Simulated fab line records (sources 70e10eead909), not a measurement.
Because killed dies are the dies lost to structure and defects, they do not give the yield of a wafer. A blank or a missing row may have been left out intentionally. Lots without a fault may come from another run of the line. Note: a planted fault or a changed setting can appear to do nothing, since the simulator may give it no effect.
Chamber matching || flow nandHarc || NHARC_A_STAIRCASE_TRIM_229 on rieDiel-04: 4 sister chambers
The step chemistry O2, time 211.2 s. 8 wafers are shown with their chamber, then 12 later ones without.

## WAFERS, EACH WITH ITS CHAMBER
{"wafer": "L083.4", "chamber": 2, "showerheadPlenumPTorr (Torr)": 3.58, "oesProductAu (a.u.)": 0.991}
{"wafer": "L086.2", "chamber": 2, "showerheadPlenumPTorr (Torr)": 3.57, "oesProductAu (a.u.)": 0.995}
{"wafer": "L088.1", "chamber": 0, "showerheadPlenumPTorr (Torr)": 3.58, "oesProductAu (a.u.)": 1.000}
{"wafer": "L088.3", "chamber": 3, "showerheadPlenumPTorr (Torr)": 3.32, "oesProductAu (a.u.)": 0.990}
{"wafer": "L088.4", "chamber": 1, "showerheadPlenumPTorr (Torr)": 3.52, "oesProductAu (a.u.)": 0.996}
{"wafer": "L092.2", "chamber": 1, "showerheadPlenumPTorr (Torr)": 3.52, "oesProductAu (a.u.)": 0.985}
{"wafer": "L092.4", "chamber": 3, "showerheadPlenumPTorr (Torr)": 3.32, "oesProductAu (a.u.)": 0.995}
{"wafer": "L092.5", "chamber": 0, "showerheadPlenumPTorr (Torr)": 3.58, "oesProductAu (a.u.)": 0.991}

## WAFERS WHOSE CHAMBER IS MISSING
{"wafer": "L094.1", "showerheadPlenumPTorr (Torr)": 3.51, "oesProductAu (a.u.)": 0.996}
{"wafer": "L094.3", "showerheadPlenumPTorr (Torr)": 3.31, "oesProductAu (a.u.)": 0.996}
{"wafer": "L094.5", "showerheadPlenumPTorr (Torr)": 3.57, "oesProductAu (a.u.)": 1.000}
{"wafer": "L096.1", "showerheadPlenumPTorr (Torr)": 3.57, "oesProductAu (a.u.)": 1.006}
{"wafer": "L096.5", "showerheadPlenumPTorr (Torr)": 3.57, "oesProductAu (a.u.)": 1.005}
{"wafer": "L096.6", "showerheadPlenumPTorr (Torr)": 3.31, "oesProductAu (a.u.)": 1.003}
{"wafer": "L095.1", "showerheadPlenumPTorr (Torr)": 3.57, "oesProductAu (a.u.)": 1.000}
{"wafer": "L095.4", "showerheadPlenumPTorr (Torr)": 3.57, "oesProductAu (a.u.)": 0.998}
{"wafer": "L095.6", "showerheadPlenumPTorr (Torr)": 3.31, "oesProductAu (a.u.)": 1.005}
{"wafer": "L097.2", "showerheadPlenumPTorr (Torr)": 3.57, "oesProductAu (a.u.)": 1.002}
{"wafer": "L097.4", "showerheadPlenumPTorr (Torr)": 3.31, "oesProductAu (a.u.)": 1.009}
{"wafer": "L097.5", "showerheadPlenumPTorr (Torr)": 3.51, "oesProductAu (a.u.)": 0.990}

## EACH ONE'S CHAMBER
{"wafer": "L094.1", "from the rows above": 1, "in truth": 1}
{"wafer": "L094.3", "from the rows above": 3, "in truth": 3}
{"wafer": "L094.5", "from the rows above": "can't be placed: 2 or 0", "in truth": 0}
{"wafer": "L096.1", "from the rows above": "can't be placed: 2 or 0", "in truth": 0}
{"wafer": "L096.5", "from the rows above": "can't be placed: 2 or 0", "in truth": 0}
{"wafer": "L096.6", "from the rows above": 3, "in truth": 3}
{"wafer": "L095.1", "from the rows above": "can't be placed: 2 or 0", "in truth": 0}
{"wafer": "L095.4", "from the rows above": "can't be placed: 2 or 0", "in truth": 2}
{"wafer": "L095.6", "from the rows above": 3, "in truth": 3}
{"wafer": "L097.2", "from the rows above": "can't be placed: 2 or 0", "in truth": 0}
{"wafer": "L097.4", "from the rows above": 3, "in truth": 3}
{"wafer": "L097.5", "from the rows above": 1, "in truth": 1}
Correct placement for 6 of the 12. These rows do not allow placing 6 (true chamber among the candidates in 6). Placed wrongly: 0.
How it was worked out, from the rows above alone: a wafer's distance from a chamber is the root of the sum, over the readings, of the square of ((its reading less the chamber's mean) divided by the reading's scatter). The wafer belongs to the nearest chamber; if the next one is less than 2 further off, it can't be placed. The mean given for a chamber averages the wafers shown for that chamber. The scatter is the square root of a quotient: the sum, over the shown wafers, of each reading's squared deviation from its chamber's mean, divided by wafers minus chambers.
